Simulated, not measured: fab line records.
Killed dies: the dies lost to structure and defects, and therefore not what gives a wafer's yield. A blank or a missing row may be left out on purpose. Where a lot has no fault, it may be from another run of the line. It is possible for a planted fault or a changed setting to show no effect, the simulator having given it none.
Struck lot and sound lot, side by side || flow n5_finfet || 21 steps out of a route of 1938
Sound: the wafers L538.3, L538.5, L538.6. The struck wafers were L532.4, L532.5, L532.6. The cause is given at the end.
Per side, at each step with rows, come the tool, then ch with its chambers, and then its first start. Under that, the readings that differ: sound wafers || struck wafers || difference of the means || sigmas: that difference in standard deviations of wafers without a fault.
alike: a reading whose means differ by less than 2 such deviations, as well as words and numbers matching on both sides. not compared: withheld readings; readings where some wafer has no value; bounds like >300 that might hide an equal value; numbers whose values overlap and for which the record gives no deviation.
A row with sigmas, a row that says differs or no value, or rows on one side alone: a step with any of these is where the two part. Non-overlapping numbers with no deviation appear without sigmas and do not part them. A reading that every wafer of one side lacks parts them only if that side has two wafers or more.

first, 8 steps without rows for these wafers: N5_BEOL_M9_DESCUM_16 (chemistry O2, time 7.9 s); N5_BEOL_M9_ETCH_61 (etches SiARC in CF4, target depth 39 nm, time 65 s); N5_BEOL_M9_ETCH_62 (etches SOC in N2/H2, target depth 110 nm, overetch 22 nm, time 165 s); N5_BEOL_M9_STRIP_68 (strips in N2/H2); N5_BEOL_M9_STRIP_67 (strips in CF4); N5_BEOL_M9_HM_OPEN_17 (chemistry Cl2/BCl3, target TiN, target depth 20 nm, overetch 6 nm); N5_BEOL_M9_STRIP_19 (strips in O2); N5_BEOL_M9_COAT_63 (time 60 s, resist thk 60 nm).
N5_BEOL_M9_COAT_64: time 60 s, resist thk 12 nm.
  sound on litho_track-05 ch 0, day 16 07:15; struck on litho_track-04 ch 0, day 15 00:41
{"reading": "spin_speed_rpm (rpm)", "sound": "1500.0 1499.5 1500.8", "struck": "1236.8 1237.0 1236.6", "difference": -263.3, "sigmas": "-99 or more"}
{"reading": "model.SiARC_of_BEOL_M9_COAT_64.thk_nm (nm)", "sound": "12 12 12", "struck": "13.2 13.2 13.2", "difference": "+1.2", "sigmas": ""}
  alike: heater_power_total_W
then, 9 steps without rows for these wafers: N5_BEOL_M9_COAT_75 (time 60 s, resist thk 5 nm); N5_BEOL_M9_COAT_22 (resist thk 30 nm); N5_BEOL_M9_EBR_24; N5_BEOL_M9_SOFTBAKE_23 (time 60 s); N5_BEOL_M9_EXPOSE_25 (exposes mask V8); N5_BEOL_M9_PEB_26 (peb time 60 s); N5_BEOL_M9_DEVELOP_27 (develop time 30 s); N5_BEOL_M9_DESCUM_33 (chemistry O2, time 7 s); N5_BEOL_M9_ETCH_76 (etches underlayer in N2/H2, target depth 6.5 nm, time 5.2 s).
N5_BEOL_M9_ETCH_65: etches SiARC in CF4, target depth 15.6 nm, time 26 s.
  sound on rie_diel-06 ch 0,3, day 16 08:08; struck on rie_diel-02 ch 0,3, day 15 01:24
{"reading": "etch_rf_on_time_s (s)", "sound": "26.0 25.9 25.6", "struck": "28.3 28.2 28.7", "difference": "+2.6", "sigmas": "+4"}
{"reading": "model.etch.depth_nm (nm)", "sound": "11.95 12.01 12", "struck": "13.28 13.25 13.27", "difference": "+1.28", "sigmas": ""}
{"reading": "model.CAR-EUV_of_BEOL_M9_COAT_22.thk_nm (nm)", "sound": "11.2 11.2 11", "struck": "10.2 10.2 10.4", "difference": -0.9, "sigmas": ""}
  alike: drypump_motor_current_A, oes_product_au, rf_fwd_power_W, rf_vpp_V, showerhead_plenum_p_Torr, throttle_valve_pct
  not compared: rf_hours_counter_h
N5_BEOL_M9_ETCH_66: etches SOC in N2/H2, target depth 80 nm, overetch 16 nm, time 120 s.
  sound on rie_diel-06 ch 0,3, day 16 08:10; struck on rie_diel-02 ch 0,3, day 15 01:26
{"reading": "model.SiARC_of_BEOL_M9_COAT_64.thk_nm (nm)", "sound": "6.2 6.2 6.4", "struck": "7.8 7.8 7.6", "difference": "+1.5", "sigmas": ""}
  alike: drypump_motor_current_A, oes_product_au, rf_fwd_power_W, rf_vpp_V, showerhead_plenum_p_Torr, throttle_valve_pct
  not compared: rf_hours_counter_h
then, 1 step without rows for these wafers: N5_BEOL_M9_STRIP_69 (strips in N2/H2).

## WHERE THEY PART
Last at N5_BEOL_M9_ETCH_65 as far as this record goes, first at N5_BEOL_M9_COAT_64. Later steps at which nothing parts them and some readings are alike: N5_BEOL_M9_ETCH_66.

WHY: whatever the simulator had introduced
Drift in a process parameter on litho_track-04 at N5_BEOL_M9_COAT_64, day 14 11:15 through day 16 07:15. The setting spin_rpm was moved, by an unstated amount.
